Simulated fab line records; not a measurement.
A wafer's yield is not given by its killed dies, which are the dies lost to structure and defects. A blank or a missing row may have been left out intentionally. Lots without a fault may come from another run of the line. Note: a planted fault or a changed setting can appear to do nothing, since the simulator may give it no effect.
Split-lot experiment || flow n5 finfet || on a route of 1938 steps: 7 lots, 21 wafers read

ABOUT THE SPLIT
At N5_BEOL_M0_SAQP_ETCH_107 (etches SiNx in CH3F/O2, target depth 30 nm), the setting bias w was moved away from the recipe's 73 W on 4 of the 21 wafers read, by -7.4% to +9.0%. This setting was run at the recipe's value on the other wafers.

Reading taken at the split's own step.

THE READING
rf vpp V, in V, at N5_BEOL_M0_SAQP_ETCH_107 (etches SiNx in CH3F/O2, target depth 30 nm). On this fab line, fault-free wafers typically give 298 V with a standard deviation of 3.2 V.

{"wafer": "L074.1", "tool, chamber at the split": "rie diel-01, 0", "bias w as run, W": 73, "against the recipe": "recipe", "rf vpp V, V": 301, "against lot-mates on the recipe": "-"}
{"wafer": "L074.2", "tool, chamber at the split": "rie diel-01, 3", "bias w as run, W": 73, "against the recipe": "recipe", "rf vpp V, V": 296, "against lot-mates on the recipe": "-"}
{"wafer": "L074.4", "tool, chamber at the split": "rie diel-01, 2", "bias w as run, W": 73, "against the recipe": "recipe", "rf vpp V, V": 300, "against lot-mates on the recipe": "-"}
{"wafer": "L081.3", "tool, chamber at the split": "rie diel-06, 1", "bias w as run, W": 73, "against the recipe": "recipe", "rf vpp V, V": 297, "against lot-mates on the recipe": "-"}
{"wafer": "L081.4", "tool, chamber at the split": "rie diel-06, 2", "bias w as run, W": 73, "against the recipe": "recipe", "rf vpp V, V": 300, "against lot-mates on the recipe": "-"}
{"wafer": "L081.6", "tool, chamber at the split": "rie diel-06, 2", "bias w as run, W": 73, "against the recipe": "recipe", "rf vpp V, V": 300, "against lot-mates on the recipe": "-"}
{"wafer": "L083.1", "tool, chamber at the split": "rie diel-01, 1", "bias w as run, W": 73, "against the recipe": "recipe", "rf vpp V, V": 297, "against lot-mates on the recipe": "-"}
{"wafer": "L083.5", "tool, chamber at the split": "rie diel-01, 3", "bias w as run, W": 73, "against the recipe": "recipe", "rf vpp V, V": 295, "against lot-mates on the recipe": "-"}
{"wafer": "L083.6", "tool, chamber at the split": "rie diel-01, 2", "bias w as run, W": 73, "against the recipe": "recipe", "rf vpp V, V": 300, "against lot-mates on the recipe": "-"}
{"wafer": "L091.3", "tool, chamber at the split": "rie diel-03, 0", "bias w as run, W": 79.59, "against the recipe": "+9.0%", "rf vpp V, V": 313, "against lot-mates on the recipe": "+15"}
{"wafer": "L091.4", "tool, chamber at the split": "rie diel-03, 3", "bias w as run, W": 73, "against the recipe": "recipe", "rf vpp V, V": 298, "against lot-mates on the recipe": "-"}
{"wafer": "L091.5", "tool, chamber at the split": "rie diel-03, 3", "bias w as run, W": 79.59, "against the recipe": "+9.0%", "rf vpp V, V": 319, "against lot-mates on the recipe": "+21"}
{"wafer": "L092.1", "tool, chamber at the split": "rie diel-01, 2", "bias w as run, W": 67.63, "against the recipe": "-7.4%", "rf vpp V, V": 283, "against lot-mates on the recipe": -15}
{"wafer": "L092.3", "tool, chamber at the split": "rie diel-01, 3", "bias w as run, W": 67.63, "against the recipe": "-7.4%", "rf vpp V, V": 279, "against lot-mates on the recipe": -19}
{"wafer": "L092.4", "tool, chamber at the split": "rie diel-01, 1", "bias w as run, W": 73, "against the recipe": "recipe", "rf vpp V, V": 298, "against lot-mates on the recipe": "-"}
{"wafer": "L095.1", "tool, chamber at the split": "rie diel-03, 0", "bias w as run, W": 73, "against the recipe": "recipe", "rf vpp V, V": 291, "against lot-mates on the recipe": "-"}
{"wafer": "L095.3", "tool, chamber at the split": "rie diel-03, 3", "bias w as run, W": 73, "against the recipe": "recipe", "rf vpp V, V": 299, "against lot-mates on the recipe": "-"}
{"wafer": "L095.5", "tool, chamber at the split": "rie diel-03, 2", "bias w as run, W": 73, "against the recipe": "recipe", "rf vpp V, V": 301, "against lot-mates on the recipe": "-"}
{"wafer": "L097.1", "tool, chamber at the split": "rie diel-03, 1", "bias w as run, W": 73, "against the recipe": "recipe", "rf vpp V, V": 295, "against lot-mates on the recipe": "-"}
{"wafer": "L097.2", "tool, chamber at the split": "rie diel-03, 0", "bias w as run, W": 73, "against the recipe": "recipe", "rf vpp V, V": 290, "against lot-mates on the recipe": "-"}
{"wafer": "L097.3", "tool, chamber at the split": "rie diel-03, 0", "bias w as run, W": 73, "against the recipe": "recipe", "rf vpp V, V": 291, "against lot-mates on the recipe": "-"}

FIT RESULTS
A straight line over all 21 wafers: rf vpp V changes by +2.13 V for each +1% of bias w; r = +0.92; the points scatter about the line by 3.5 V.
The same after taking each lot's own level away (the mean of its wafers on the recipe; 21 wafers): +2.12 V for each +1%; r = +0.95; scatter 2.7 V.
According to that fit, moving bias w by its largest amount changes the reading by 19 V.
The lots' own levels span 292.0 to 299.0 V, that is 2.2 times the standard deviation above.
The two slopes are in agreement: the lot-to-lot level therefore moves the slope only a little.
Check: with one of the wafers moved furthest among these (+9.0%) left out of the fit, the line predicts +20.9 V for it against its lot-mates. It came out at +15 V against them.
Tool readings at the split's step, against how far the setting was moved: rf vpp V r = +0.92.

THESE WAFERS: OTHER SPLITS
Other splits were also applied to these wafers ahead of the reading. Each is held against what the fit with the lots' levels taken away leaves over:
{"other split on the same wafers": "N5_GATE_CUT_HM_DEP_46 time s", "wafers away from the commonest value": 4, "r with rf vpp V (lot level and that fit taken away)": -0.28}
{"other split on the same wafers": "N5_MOL_CONTACT_COAG_COAT_75 spin rpm", "wafers away from the commonest value": 3, "r with rf vpp V (lot level and that fit taken away)": "+0.22"}
{"other split on the same wafers": "N5_MOL_CONTACT_COAG_ETCHBACK_135 time s", "wafers away from the commonest value": 3, "r with rf vpp V (lot level and that fit taken away)": "+0.21"}
{"other split on the same wafers": "N5_MOL_CONTACT_COAG_VIA_ETCH_46 bias w", "wafers away from the commonest value": 8, "r with rf vpp V (lot level and that fit taken away)": -0.05}

THE FILE'S OWN FIT
rf vpp V changes by +2.08 V for each +1% of bias w, r = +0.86.
